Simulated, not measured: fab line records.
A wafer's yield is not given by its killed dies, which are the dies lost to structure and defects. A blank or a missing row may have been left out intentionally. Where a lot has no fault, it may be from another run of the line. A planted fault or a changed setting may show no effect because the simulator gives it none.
Commonality check across tools -- flow nandHarc -- 14 lots and 51 wafers in the sample

WHAT PROMPTED THE OPENING
On 3 of the 14 lots, a flag is raised at NHARC_P_M2_THK_MEAS_24 on the reading thkNm. Wafers without a fault read 144.2 nm, standard deviation 1.7.
Rule: a lot is flagged in two cases, either no wafer of it has a number, or all its wafers with numbers fall more than 4 standard deviations from that mean. The rest of the lots are taken to be sound.

lot,measured,on,"thkNm (nm), wafer by wafer",flag
L388,day 6 11:22,filmMetro-01,143.0 143.7 142.8,
L389,day 7 02:05,filmMetro-01,143.4 143.7 143.7,
L392,day 7 22:53,filmMetro-01,145.1 145.9 147.2,
L393,day 8 12:38,filmMetro-02,142.7 143.3 145.1,
L395,day 9 14:33,filmMetro-01,143.0 143.8 143.9,
L396,day 9 23:36,filmMetro-01,145.4 144.9 143.3,
L401,day 12 01:10,filmMetro-02,145.3 145.8 143.6,
L403,day 12 16:35,filmMetro-01,396.6 401.0 392.9 394.9 402.5 391.7,FLAGGED
L404,day 13 10:37,filmMetro-01,407.4 397.6 406.4 406.5 397.1 404.5,FLAGGED
L405,day 13 14:44,filmMetro-02,398.8 403.1 392.6 398.8 402.7 392.1,FLAGGED
L406,day 14 10:14,filmMetro-02,143.8 146.6 143.3,
L409,day 15 01:14,filmMetro-02,143.0 142.9 144.9,
L410,day 15 15:32,filmMetro-02,140.4 145.0 141.9,
L411,day 16 03:11,filmMetro-02,142.3 143.7 144.1,
Averaged over the flagged lots the numbers come to 399.3 nm, +255.1 nm from the usual (+99 or more standard deviations).

WHICH TOOL EACH LOT WENT THROUGH
Before the reading, the record contains 3 process steps out of a 1302-step route. Read each cell as the tool, then ch plus the chambers that the sampled wafers visited, then the start.
lot,flag,NHARC_P_M2_ETCH_15,NHARC_P_M2_ANNEAL_31,NHARC_P_M2_CMP_23
L388,,"rieDiel-07 ch 0,1,3, day 6 09:15 or earlier","rtpAnneal-01 ch 0, day 6 10:51","cmp-02 ch 0,1,2, day 6 11:05"
L389,,"rieDiel-06 ch 1,2, day 6 23:57 or earlier","rtpAnneal-01 ch 0, day 7 01:25","cmp-03 ch 0,3, day 7 01:46"
L392,,"rieDiel-02 ch 0,2,3, day 7 20:46 or earlier","rtpAnneal-02 ch 0, day 7 22:16","cmp-04 ch 0,1,3, day 7 22:34"
L393,,"rieDiel-06 ch 1,2, day 8 10:20","rtpAnneal-01 ch 0, day 8 12:01","cmp-03 ch 0,1,3, day 8 12:19"
L395,,"rieDiel-07 ch 0,3, day 9 12:09 or earlier","rtpAnneal-02 ch 0, day 9 13:54","cmp-04 ch 0,2,3, day 9 14:18"
L396,,"rieDiel-07 ch 1,2, day 9 21:28 or earlier","rtpAnneal-01 ch 0, day 9 22:55","cmp-03 ch 1,2, day 9 23:18"
L401,,"rieDiel-02 ch 2,3, day 11 23:01 or earlier","rtpAnneal-01 ch 0, day 12 00:31","cmp-03 ch 0,1,2, day 12 00:53"
L403,FLAGGED,"rieDiel-07 ch 0,1,2, day 12 14:28 or earlier","rtpAnneal-01 ch 0, day 12 15:58","cmp-02 ch 1,2, day 12 16:16"
L404,FLAGGED,"rieDiel-02 ch 0,2,3, day 13 08:29 or earlier","rtpAnneal-01 ch 0, day 13 09:57","cmp-04 ch 2,3, day 13 10:17"
L405,FLAGGED,"rieDiel-06 ch 0,1,3, day 13 12:38 or earlier","rtpAnneal-01 ch 0, day 13 14:08","cmp-03 ch 0,2,3, day 13 14:27"
L406,,"rieDiel-06 ch 2,3, day 14 08:04 or earlier","rtpAnneal-02 ch 0, day 14 09:42","cmp-04 ch 1,2, day 14 09:55"
L409,,"rieDiel-06 ch 1,2,3, day 14 23:06 or earlier","rtpAnneal-02 ch 0, day 15 00:35","cmp-02 ch 0,1,3, day 15 00:56"
L410,,"rieDiel-02 ch 1,2,3, day 15 13:25 or earlier","rtpAnneal-01 ch 0, day 15 14:53","cmp-02 ch 0,1,2, day 15 15:17"
L411,,"rieDiel-06 ch 0,1, day 16 01:01 or earlier","rtpAnneal-01 ch 0, day 16 02:34","cmp-03 ch 1,2,3, day 16 02:54"
What the steps here do:
- NHARC_P_M2_ETCH_15: etches the open film in C4F8/Ar, target depth 182.5 nm, time 91.2 s.
- NHARC_P_M2_ANNEAL_31: time 90 s.
- NHARC_P_M2_CMP_23: polishes, t overpolish 20 s, target thk 144.3 nm.
- NHARC_P_M2_THK_MEAS_24: measures by xrf.

FLAGGED AGAINST TOTAL, ONE TOOL AT A TIME (gauges that did the reading follow at the end)
step,tool,lots run,flagged,share of the flagged lots,sound lots run after its first flagged lot
NHARC_P_M2_ETCH_15,rieDiel-02,4,1,some,1 (L410)
NHARC_P_M2_ETCH_15,rieDiel-06,6,1,some,"3 (L406,L409,L411)"
NHARC_P_M2_ETCH_15,rieDiel-07,4,1,some,0
NHARC_P_M2_ANNEAL_31,rtpAnneal-01,10,3,all,"2 (L410,L411)"
NHARC_P_M2_ANNEAL_31,rtpAnneal-02,4,0,none,-
NHARC_P_M2_CMP_23,cmp-02,4,1,some,"2 (L409,L410)"
NHARC_P_M2_CMP_23,cmp-03,6,1,some,1 (L411)
NHARC_P_M2_CMP_23,cmp-04,4,1,some,1 (L406)
NHARC_P_M2_THK_MEAS_24,filmMetro-01,7,2,some,0
NHARC_P_M2_THK_MEAS_24,filmMetro-02,7,1,some,"4 (L406,L409,L410,L411)"
NHARC_P_M2_ETCH_15: start missing for some lots; hours and lot order therefore follow NHARC_P_M2_CD_MEAS_16.

WHAT IS ALLOWED BY THE TABLE
In the table, 1 row covers all flagged lots: rtpAnneal-01 at NHARC_P_M2_ANNEAL_31.
- rtpAnneal-01 at NHARC_P_M2_ANNEAL_31: 3 of its 10 lots flagged. After the first flagged lot (L410, L411), sound lots still ran on it; a lasting fault on the whole tool would not permit that.
None of the table's rows ran every flagged lot and, after the first, no sound lot.

WHAT THE SIMULATOR HAD INSERTED
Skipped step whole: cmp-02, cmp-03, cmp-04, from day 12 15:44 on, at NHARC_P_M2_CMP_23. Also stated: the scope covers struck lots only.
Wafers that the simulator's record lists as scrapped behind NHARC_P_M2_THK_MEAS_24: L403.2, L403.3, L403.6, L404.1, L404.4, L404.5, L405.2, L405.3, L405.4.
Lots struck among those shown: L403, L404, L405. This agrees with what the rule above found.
